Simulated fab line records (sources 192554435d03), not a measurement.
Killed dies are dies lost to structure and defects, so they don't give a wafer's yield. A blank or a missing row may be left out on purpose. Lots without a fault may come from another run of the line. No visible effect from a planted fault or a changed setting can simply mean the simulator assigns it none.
Chamber matching || flow n5-finfet || N5_BEOL_M10_STRIP_67 on rie-diel-04: 4 sister chambers
The step strips in CF4. 4 wafers are shown with their chamber, then 11 later ones without.

WAFERS, EACH WITH ITS CHAMBER
{"wafer": "L086.4", "chamber": 3, "showerhead-plenum-p-Torr (Torr)": 1.89}
{"wafer": "L088.3", "chamber": 0, "showerhead-plenum-p-Torr (Torr)": 1.87}
{"wafer": "L088.4", "chamber": 1, "showerhead-plenum-p-Torr (Torr)": 1.88}
{"wafer": "L089.1", "chamber": 2, "showerhead-plenum-p-Torr (Torr)": 1.75}

WAFERS WITH NO CHAMBER GIVEN
{"wafer": "L089.3", "showerhead-plenum-p-Torr (Torr)": 1.88}
{"wafer": "L089.6", "showerhead-plenum-p-Torr (Torr)": 1.88}
{"wafer": "L091.1", "showerhead-plenum-p-Torr (Torr)": 1.88}
{"wafer": "L091.4", "showerhead-plenum-p-Torr (Torr)": 1.75}
{"wafer": "L091.6", "showerhead-plenum-p-Torr (Torr)": 1.86}
{"wafer": "L095.2", "showerhead-plenum-p-Torr (Torr)": 1.87}
{"wafer": "L095.3", "showerhead-plenum-p-Torr (Torr)": 1.86}
{"wafer": "L095.4", "showerhead-plenum-p-Torr (Torr)": 1.75}
{"wafer": "L097.2", "showerhead-plenum-p-Torr (Torr)": 1.87}
{"wafer": "L097.3", "showerhead-plenum-p-Torr (Torr)": 1.88}
{"wafer": "L097.4", "showerhead-plenum-p-Torr (Torr)": 1.75}

CHAMBER TAKEN BY EACH
{"wafer": "L089.3", "from the rows above": 1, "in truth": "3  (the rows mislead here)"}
{"wafer": "L089.6", "from the rows above": 1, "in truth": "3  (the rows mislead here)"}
{"wafer": "L091.1", "from the rows above": 1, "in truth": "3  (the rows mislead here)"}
{"wafer": "L091.4", "from the rows above": 2, "in truth": 2}
{"wafer": "L091.6", "from the rows above": 0, "in truth": 0}
{"wafer": "L095.2", "from the rows above": 0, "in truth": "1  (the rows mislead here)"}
{"wafer": "L095.3", "from the rows above": 0, "in truth": 0}
{"wafer": "L095.4", "from the rows above": 2, "in truth": 2}
{"wafer": "L097.2", "from the rows above": 0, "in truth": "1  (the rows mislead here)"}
{"wafer": "L097.3", "from the rows above": 1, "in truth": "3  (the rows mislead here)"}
{"wafer": "L097.4", "from the rows above": 2, "in truth": 2}
Placed correctly: 5 of 11. From these rows, 0 cannot be placed. 6 placed wrongly.
How it was worked out, from the rows above alone: a wafer's distance from a chamber is the root of the sum, over the readings, of the square of ((its reading less the chamber's mean) divided by the reading's scatter). The wafer belongs to the nearest chamber; if the next one is less than 2 further off, it can't be placed. Each chamber's mean is taken over the wafers shown for it. The scatter: with one shown wafer a chamber, the root of the mean of the squares of how far each hidden wafer lies from its nearest shown one.
